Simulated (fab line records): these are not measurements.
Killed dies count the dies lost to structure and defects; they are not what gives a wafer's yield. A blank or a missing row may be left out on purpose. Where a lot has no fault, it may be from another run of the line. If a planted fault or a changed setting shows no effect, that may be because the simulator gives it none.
A lot that was struck, set against a sound lot + flow n5Finfet + 16 out of 1938 route steps
Sound: these wafers, L567.1, L567.2, L567.4. Wafers L572.2, L572.3 were the ones struck. Last of all comes the cause.
For every step that has rows: the tool of each side, followed by ch and its chambers, followed by its first start. Under that, the readings that differ: sound wafers + struck wafers + difference of the means + sigmas: that difference in standard deviations of wafers without a fault.
alike: readings with means less than 2 such deviations apart, plus words and numbers identical on both sides. not compared: withheld readings, readings lacking a value on some wafer, bounds such as >300 that could conceal the same value, and numbers that have no deviation in the record and whose values overlap.
Wherever a step has rows on one side only, a row that says differs or no value, or a row with sigmas, the two part there. Non-overlapping numbers with no deviation appear without sigmas and do not part them. A reading that every wafer of one side lacks parts them only if that side has two wafers or more.

first, 7 steps without rows for these wafers: N5_SDB_COAT_04 (time 60 s, resist thk 18 nm); N5_SDB_COAT_05 (resist thk 90 nm); N5_SDB_EBR_07; N5_SDB_SOFTBAKE_06 (time 60 s); N5_SDB_EXPOSE_08 (exposes mask SDB); N5_SDB_PEB_09 (peb time 60 s); N5_SDB_DEVELOP_10 (develop time 30 s).
N5_SDB_CD_MEAS_11 targets a cd of 50 nm.
  sound on cdSem-01 ch 0, day 6 18:52; struck on cdSem-02 ch 0, day 7 23:13
  alike: cdNm
N5_SDB_OVL_MEAS_12:
  sound on overlay-02 ch 0, day 6 18:55; struck on overlay-02 ch 0, day 7 23:15
| reading      | sound       | struck    | difference | sigmas |
|--------------|-------------|-----------|------------|--------|
| SDB_OVL (nm) | 0.8 1.0 0.0 | -1.1 -0.9 | -1.6       | -2     |
N5_SDB_INSPECT_13: inspects for defects (brightfield).
  sound on defectInspect-02, day 6 18:56; struck on defectInspect-01, day 7 23:16
  alike: rawDefectCount
N5_SDB_DESCUM_16: chemistry O2, time 7.9 s.
  sound on rieDiel-06 ch 0,1,3, day 6 19:04; struck on rieDiel-06 ch 0,3, day 7 23:19
  alike: drypumpMotorCurrentA, oesProductAu, rfVppV, showerheadPlenumPTorr, throttleValvePct
  not compared: rfHoursCounterH
N5_SDB_ETCH_17: etches SiARC in CF4, target depth 23.4 nm, time 39 s.
  sound on rieDiel-06 ch 0,1,3, day 6 19:05; struck on rieDiel-06 ch 0,3, day 7 23:20
  alike: drypumpMotorCurrentA, etchRfOnTimeS, mfcArSccm, oesProductAu, rfVppV, showerheadPlenumPTorr, throttleValvePct
  not compared: rfHoursCounterH
N5_SDB_ETCH_18: etches SOC in N2/H2, target depth 100 nm, overetch 20 nm, time 150 s.
  sound on rieDiel-06 ch 0,1,3, day 6 19:08; struck on rieDiel-06 ch 0,3, day 7 23:23
| reading                               | sound          | struck    | difference | sigmas |
|---------------------------------------|----------------|-----------|------------|--------|
| model.SiARC_of_SDB_COAT_04.thkNm (nm) | 12.8 13.2 12.8 | 10.8 10.4 | -2.3       |        |
  alike: drypumpMotorCurrentA, n2FlowSccm, oesProductAu, rfVppV, showerheadPlenumPTorr, throttleValvePct
  not compared: rfHoursCounterH
then, 1 step without rows for these wafers: N5_SDB_STRIP_19 (strips in N2/H2).
-- the record jumps here: 5 days lie between the struck wafers' starts before and after (it left off in module SDB and takes up again in module BEOL_M4, whose first step shown is number 1111 of the route) --
N5_BEOL_M4_RC_MEAS_101:
  sound on prober-01 ch 0, day 11 17:09; struck on prober-01 ch 0, day 12 16:20
| reading        | sound                | struck        | difference | sigmas |
|----------------|----------------------|---------------|------------|--------|
| IOFF_P (nA/um) | 0.24 0.25 0.28       | 0.18 0.16     | -0.09      | -2     |
| VT_N (mV)      | 246 245 246          | 251 255       | +7         | +2     |
| VT_P (mV)      | -249.3 -247.6 -246.7 | -254.5 -256.7 | -7.7       | -3     |
  alike: DIBL_N, DIBL_P, IOFF_N, ION_N, ION_P, SS_N, SS_P
-- here the record skips 5 days between the struck wafers' starts before and after, leaving off in module BEOL_M4 and picking up in module PASSIVATION (first step shown: number 1936 of the route) --
N5_PASSIVATION_PROBE_49:
  only the struck wafers here have rows in the record (prober-01, day 17 15:38); the sound ones have none

## WHERE THEY PART
Last at N5_PASSIVATION_PROBE_49 as far as this record goes, first at N5_SDB_OVL_MEAS_12.

WHY: whatever the simulator had introduced
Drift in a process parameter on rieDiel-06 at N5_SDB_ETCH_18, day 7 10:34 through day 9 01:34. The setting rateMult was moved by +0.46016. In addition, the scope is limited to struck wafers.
